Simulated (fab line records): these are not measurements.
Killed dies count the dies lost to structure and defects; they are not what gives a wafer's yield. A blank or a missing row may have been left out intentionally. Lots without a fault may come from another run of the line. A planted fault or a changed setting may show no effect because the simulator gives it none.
Matching of chambers + flow nand harc + NHARC_P_GATE_ETCH_32 on rie si-06: 4 sister chambers
The step etches the open film in HBr/Cl2, target depth 150 nm, time 100.1 s. 20 wafers are shown with their chamber, then 10 later ones without.

== WAFERS, EACH WITH ITS CHAMBER ==
| wafer  | chamber | drypump motor current A (A) | oes product au (a.u.) | throttle valve pct (%) |
|--------|---------|-----------------------------|-----------------------|------------------------|
| L077.1 | 0       | 6.0                         | 0.978                 | 26.425                 |
| L077.4 | 2       | 5.0                         | 0.988                 | 26.414                 |
| L077.6 | 1       | 5.7                         | 0.979                 | 26.406                 |
| L078.2 | 2       | 5.0                         | 0.991                 | 26.423                 |
| L078.3 | 0       | 6.0                         | 0.991                 | 26.395                 |
| L078.6 | 3       | 4.8                         | 0.984                 | 26.408                 |
| L082.3 | 0       | 6.0                         | 0.994                 | 26.411                 |
| L082.5 | 3       | 4.8                         | 0.997                 | 26.407                 |
| L082.6 | 2       | 5.0                         | 0.987                 | 26.415                 |
| L080.2 | 1       | 5.7                         | 0.987                 | 26.402                 |
| L080.3 | 2       | 4.9                         | 0.990                 | 26.397                 |
| L080.4 | 0       | 6.0                         | 0.998                 | 26.400                 |
| L084.4 | 3       | 4.8                         | 0.988                 | 26.404                 |
| L084.5 | 2       | 5.0                         | 0.980                 | 26.391                 |
| L084.6 | 3       | 4.8                         | 0.982                 | 26.403                 |
| L086.1 | 0       | 6.0                         | 0.986                 | 26.420                 |
| L086.2 | 1       | 5.7                         | 0.991                 | 26.420                 |
| L086.4 | 2       | 5.0                         | 0.988                 | 26.405                 |
| L089.3 | 0       | 6.0                         | 0.995                 | 26.390                 |
| L089.4 | 3       | 4.8                         | 0.992                 | 26.405                 |

SIGNATURES, as means of the wafers listed above
| reading                 | chamber 0 | chamber 1 | chamber 2 | chamber 3 | scatter within a chamber |
|-------------------------|-----------|-----------|-----------|-----------|--------------------------|
| drypump motor current A | 6.000     | 5.700     | 4.983     | 4.800     | 0.0228                   |
| oes product au          | 0.99033   | 0.98567   | 0.98733   | 0.98860   | 0.00593                  |
| throttle valve pct      | 26.40683  | 26.40933  | 26.40750  | 26.40540  | 0.0109                   |
Rule: for a wafer and a chamber, the distance is found by dividing, reading by reading, the gap between the wafer's reading and the chamber's mean by the reading's scatter, squaring, summing and taking the root. If the next closest chamber is less than 2 further off than the closest, the wafer can't be placed; otherwise it belongs to the closest. The scatter: take each reading less its chamber's mean, square it, sum over the shown wafers, divide by the number of wafers less the number of chambers, and take the root.

== WAFERS MISSING THEIR CHAMBER ==
| wafer  | drypump motor current A (A) | oes product au (a.u.) | throttle valve pct (%) |
|--------|-----------------------------|-----------------------|------------------------|
| L089.5 | 5.6                         | 0.973                 | 26.403                 |
| L088.2 | 5.6                         | 0.979                 | 26.418                 |
| L088.3 | 4.8                         | 0.993                 | 26.403                 |
| L088.4 | 5.0                         | 0.996                 | 26.412                 |
| L093.1 | 5.0                         | 0.977                 | 26.417                 |
| L093.4 | 5.6                         | 0.972                 | 26.384                 |
| L093.6 | 4.8                         | 0.999                 | 26.396                 |
| L096.1 | 4.8                         | 1.004                 | 26.402                 |
| L096.3 | 5.6                         | 0.973                 | 26.419                 |
| L096.4 | 6.0                         | 1.009                 | 26.417                 |

== WHICH CHAMBER EACH ONE RAN IN ==
| wafer  | from the rows above | in truth |
|--------|---------------------|----------|
| L089.5 | 1                   | 1        |
| L088.2 | 1                   | 1        |
| L088.3 | 3                   | 3        |
| L088.4 | 2                   | 2        |
| L093.1 | 2                   | 2        |
| L093.4 | 1                   | 1        |
| L093.6 | 3                   | 3        |
| L096.1 | 3                   | 3        |
| L096.3 | 1                   | 1        |
| L096.4 | 0                   | 0        |
Correctly placed: 10 of 10. Left unplaced by these rows: 0. Placed wrongly: 0.
